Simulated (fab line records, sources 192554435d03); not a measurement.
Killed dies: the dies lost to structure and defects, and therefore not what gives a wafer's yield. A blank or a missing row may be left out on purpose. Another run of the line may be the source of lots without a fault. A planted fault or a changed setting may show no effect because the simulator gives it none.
Matching of chambers	flow n5Finfet	N5_BEOL_M6_ETCH_62 on rieDiel-02: 4 sister chambers
The step etches SOC in N2/H2, target depth 110 nm, overetch 22 nm, time 165 s. 18 wafers are shown with their chamber, then 9 later ones without.

== WAFERS WITH THEIR CHAMBER ==
wafer	chamber	showerheadPlenumPTorr (Torr)	rfVppV (V)	throttleValvePct (%)
L077.1	1	2.63	527.0	17.85
L077.4	0	2.42	520.4	17.78
L077.6	1	2.63	525.1	17.85
L078.4	1	2.63	525.7	17.87
L078.5	2	2.67	528.5	18.04
L078.6	1	2.63	525.5	17.89
L084.4	1	2.62	525.5	17.89
L084.5	0	2.40	520.6	17.84
L084.6	3	2.42	520.3	18.11
L085.1	3	2.42	520.4	18.10
L085.2	0	2.40	519.0	17.84
L085.6	1	2.62	526.4	17.91
L095.4	1	2.61	525.7	17.93
L095.5	3	2.41	520.5	18.13
L095.6	2	2.65	525.7	18.12
L097.3	1	2.61	525.8	17.93
L097.4	1	2.61	526.7	17.95
L097.5	2	2.65	526.5	18.14

SIGNATURES (means of the wafers above)
reading	chamber 0	chamber 1	chamber 2	chamber 3	scatter within a chamber
showerheadPlenumPTorr	2.4067	2.6211	2.6567	2.4167	0.00959
rfVppV	520.000	525.933	526.900	520.400	0.795
throttleValvePct	17.8200	17.8967	18.1000	18.1133	0.0367
Rule: a wafer lies at a distance from a chamber equal to the root of the sum of squares, over the readings, of (its reading less the chamber's mean, divided by the reading's scatter). If the next closest chamber is less than 2 further off than the closest, the wafer can't be placed; otherwise it belongs to the closest. The scatter: take each reading less its chamber's mean, square it, sum over the shown wafers, divide by the number of wafers less the number of chambers, and take the root.

== WAFERS MISSING THEIR CHAMBER ==
wafer	showerheadPlenumPTorr (Torr)	rfVppV (V)	throttleValvePct (%)
L091.1	2.72	529.2	17.39
L091.2	2.41	520.5	18.13
L091.3	2.61	525.4	17.94
L094.1	2.65	527.3	18.15
L094.5	2.41	518.8	18.14
L094.6	2.72	527.7	17.40
L089.1	2.61	526.2	17.95
L089.2	2.72	528.8	17.41
L089.3	2.41	521.6	18.14

== EACH ONE'S CHAMBER ==
wafer	from the rows above	in truth
L091.1	1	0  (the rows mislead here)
L091.2	3	3
L091.3	1	1
L094.1	2	2
L094.5	3	3
L094.6	1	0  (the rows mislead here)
L089.1	1	1
L089.2	1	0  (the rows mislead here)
L089.3	3	3
Correctly placed: 6 of 9. Left unplaced by these rows: 0. 3 placed wrongly.
